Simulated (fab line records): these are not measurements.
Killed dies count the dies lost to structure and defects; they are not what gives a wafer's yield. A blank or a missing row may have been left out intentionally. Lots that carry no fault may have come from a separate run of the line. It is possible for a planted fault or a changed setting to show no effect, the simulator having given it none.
Split-lot experiment | flow n5_finfet | on a route of 1938 steps: 7 lots, 39 wafers read

## SPLIT DETAILS
At N5_BEOL_M10_DEVELOP_27 (develop time 30 s), the setting develop_time_s was moved away from the recipe's 30 s on 18 of the 39 wafers read, by -23.8% to +43.3%. This setting was run at the recipe's value on the other wafers.

Between the split and the reading, the file records no step.

## THE READING
cd_nm at N5_BEOL_M10_CD_MEAS_28, given in nm (cd target 70 nm). Typical for fault-free wafers on this fab line: 69.7 nm, with standard deviation 0.71 nm.

wafer  | tool, chamber at the split | develop_time_s as run, s | against the recipe | cd_nm, nm | against lot-mates on the recipe
L074.2 | litho_track-02, 0          | 30                       | recipe             | 69.4      | -
L074.3 | litho_track-02, 0          | 30                       | recipe             | 69.7      | -
L074.5 | litho_track-02, 0          | 30                       | recipe             | 70.5      | -
L075.1 | litho_track-02, 0          | 30                       | recipe             | 70.6      | -
L075.2 | litho_track-02, 0          | 30                       | recipe             | 69.8      | -
L075.3 | litho_track-02, 0          | 30                       | recipe             | 69.4      | -
L075.4 | litho_track-02, 0          | 42.98                    | +43.3%             | 72.4      | +2.5
L075.5 | litho_track-02, 0          | 42.98                    | +43.3%             | 72.2      | +2.3
L075.6 | litho_track-02, 0          | 42.98                    | +43.3%             | 72.2      | +2.3
L077.1 | litho_track-01, 0          | 43                       | +43.3%             | 71.9      | +2.9
L077.2 | litho_track-01, 0          | 30                       | recipe             | 68.9      | -
L077.3 | litho_track-01, 0          | 43                       | +43.3%             | 72.6      | +3.6
L077.4 | litho_track-01, 0          | 30                       | recipe             | 69.4      | -
L077.5 | litho_track-01, 0          | 43                       | +43.3%             | 72.2      | +3.2
L077.6 | litho_track-01, 0          | 30                       | recipe             | 68.7      | -
L079.1 | litho_track-05, 0          | 30                       | recipe             | 71.5      | -
L079.2 | litho_track-05, 0          | 39.55                    | +31.8%             | 72.0      | +1.8
L079.3 | litho_track-05, 0          | 30                       | recipe             | 69.0      | -
L079.4 | litho_track-05, 0          | 39.55                    | +31.8%             | 71.9      | +1.7
L079.5 | litho_track-05, 0          | 39.55                    | +31.8%             | 72.6      | +2.4
L079.6 | litho_track-05, 0          | 30                       | recipe             | 70.0      | -
L085.1 | litho_track-02, 0          | 30                       | recipe             | 69.1      | -
L085.2 | litho_track-02, 0          | 34.63                    | +15.4%             | 69.6      | +0.7
L085.3 | litho_track-02, 0          | 30                       | recipe             | 68.0      | -
L085.4 | litho_track-02, 0          | 34.63                    | +15.4%             | 70.0      | +1.1
L085.5 | litho_track-02, 0          | 34.63                    | +15.4%             | 70.4      | +1.5
L085.6 | litho_track-02, 0          | 30                       | recipe             | 69.5      | -
L091.1 | litho_track-02, 0          | 30                       | recipe             | 70.1      | -
L091.2 | litho_track-02, 0          | 22.85                    | -23.8%             | 68.4      | -1.5
L091.3 | litho_track-02, 0          | 22.85                    | -23.8%             | 69.7      | -0.2
L091.4 | litho_track-02, 0          | 30                       | recipe             | 70.0      | -
L091.5 | litho_track-02, 0          | 22.85                    | -23.8%             | 68.5      | -1.4
L091.6 | litho_track-02, 0          | 30                       | recipe             | 69.5      | -
L094.1 | litho_track-01, 0          | 30                       | recipe             | 70.6      | -
L094.2 | litho_track-01, 0          | 41.53                    | +38.4%             | 71.9      | +2.0
L094.3 | litho_track-01, 0          | 30                       | recipe             | 69.8      | -
L094.4 | litho_track-01, 0          | 41.53                    | +38.4%             | 72.3      | +2.4
L094.5 | litho_track-01, 0          | 41.53                    | +38.4%             | 71.9      | +2.0
L094.6 | litho_track-01, 0          | 30                       | recipe             | 69.3      | -

FIT RESULTS
A straight line over all 39 wafers: cd_nm changes by +0.0579 nm for each +1% of develop_time_s; r = +0.87; the points scatter about the line by 0.68 nm.
The same after taking each lot's own level away (the mean of its wafers on the recipe; 39 wafers): +0.059 nm for each +1%; r = +0.91; scatter 0.55 nm.
Per that fit: largest develop_time_s move, reading shift of 2.6 nm.
The lots' own levels span 68.87 to 70.17 nm, that is 1.8 times the standard deviation above.
The two slopes are in agreement: the lot-to-lot level therefore moves the slope only a little.
Check: for one of the wafers moved furthest among these (+43.3%), held out of the fit, the line's prediction against its lot-mates is +2.61 nm. It came out at +2.9 nm against them.

## ADDITIONAL SPLITS CARRIED BY THESE WAFERS
These wafers also went through other splits before the reading. Each is held against what the fit with the lots' levels taken away leaves over:
other split on the same wafers     | wafers away from the commonest value | r with cd_nm (lot level and that fit taken away)
N5_BEOL_M1_DEP_57 target_thk_a     | 18                                   | -0.08
N5_BEOL_M6_ILD_DEP_00 target_thk_a | 18                                   | +0.16
N5_BEOL_M6_DESCUM_33 time_s        | 12                                   | +0.15

## THE FILE'S OWN FIT
cd_nm changes by +0.06 nm for each +1% of develop_time_s, r = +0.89.
